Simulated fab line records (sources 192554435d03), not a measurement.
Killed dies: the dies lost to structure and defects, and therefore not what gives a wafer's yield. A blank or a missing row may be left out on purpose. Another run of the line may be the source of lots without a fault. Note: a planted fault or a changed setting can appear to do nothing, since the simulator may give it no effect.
2 desks looking at one fault | flow n5-finfet | each desk has only its own numbers; what lay behind them comes last

AT THE METROLOGY DESK
Means of the sampled wafers that have a number, per lot and without regard to the tool the lot ran on: this is what the gauges read. If a lot's mean is further than 4 standard deviations from the usual mean, the lot is out of limits and carries the mark OUT (the distance appears in the brackets).
Columns: A = trench-depth-nm at N5_BEOL_M5_OCD_MEAS_38, usual 70.9 nm
lot  | first seen here | A
L996 | day 7 18:31     | 70.1
L998 | day 8 10:35     | 69.5
L100 | day 9 02:07     | 69.9
L103 | day 9 15:18     | 72.9
L110 | day 11 16:31    | 72.2
L111 | day 11 16:49    | 70.7
L112 | day 11 23:08    | 71.6
L114 | day 12 10:03    | 69.6
L115 | day 12 18:13    | 70.6
L117 | day 13 11:26    | 69.8
L119 | day 13 18:41    | 69.9
L118 | day 13 19:46    | 68.7
This desk found nothing out of limits on any of the 12 lots.

THE TOOL OWNER'S DESK: pecvd-02
The tool's own readings at N5_BEOL_M5_ILD_DEP_00 (deposits SiCOH lowk from DEMS/porogen, target thk 140.64 nm, time 25.9 s): means of the sampled wafers that have a number, for each lot that ran on this tool. If a lot's mean is further than 4 standard deviations from the usual mean, the lot is out of limits and carries the mark OUT (the distance appears in the brackets).
Columns: A = chamber-pressure-Torr at N5_BEOL_M5_ILD_DEP_00, usual 4.999 Torr; B = heater-power-outer-w at N5_BEOL_M5_ILD_DEP_00, usual 144 W; C = heater-power-w at N5_BEOL_M5_ILD_DEP_00, usual 311 W; D = showerhead-plenum-p-Torr at N5_BEOL_M5_ILD_DEP_00, usual 5.739 Torr; E = throttle-valve-pct at N5_BEOL_M5_ILD_DEP_00, usual 14.4 %
lot  | first seen here | A     | B   | C   | D     | E
L996 | day 7 14:13     | 5.001 | 184 | 361 | 5.726 | 13.9
L103 | day 9 11:44     | 5.000 | 174 | 356 | 5.741 | 14.3
L115 | day 12 15:06    | 4.991 | 181 | 365 | 5.726 | 14.2
L117 | day 13 08:19    | 5.003 | 149 | 302 | 5.746 | 14.3
L119 | day 13 13:43    | 5.010 | 172 | 353 | 5.733 | 14.9
L118 | day 13 16:53    | 5.003 | 172 | 357 | 5.734 | 14.8
This desk found nothing out of limits on any of the 6 lots.

ALL TOGETHER
Nothing out of limits was seen by the metrology desk.
The tool owner's desk saw nothing out of limits.

WHAT HAD BEEN PUT IN BY THE SIMULATOR
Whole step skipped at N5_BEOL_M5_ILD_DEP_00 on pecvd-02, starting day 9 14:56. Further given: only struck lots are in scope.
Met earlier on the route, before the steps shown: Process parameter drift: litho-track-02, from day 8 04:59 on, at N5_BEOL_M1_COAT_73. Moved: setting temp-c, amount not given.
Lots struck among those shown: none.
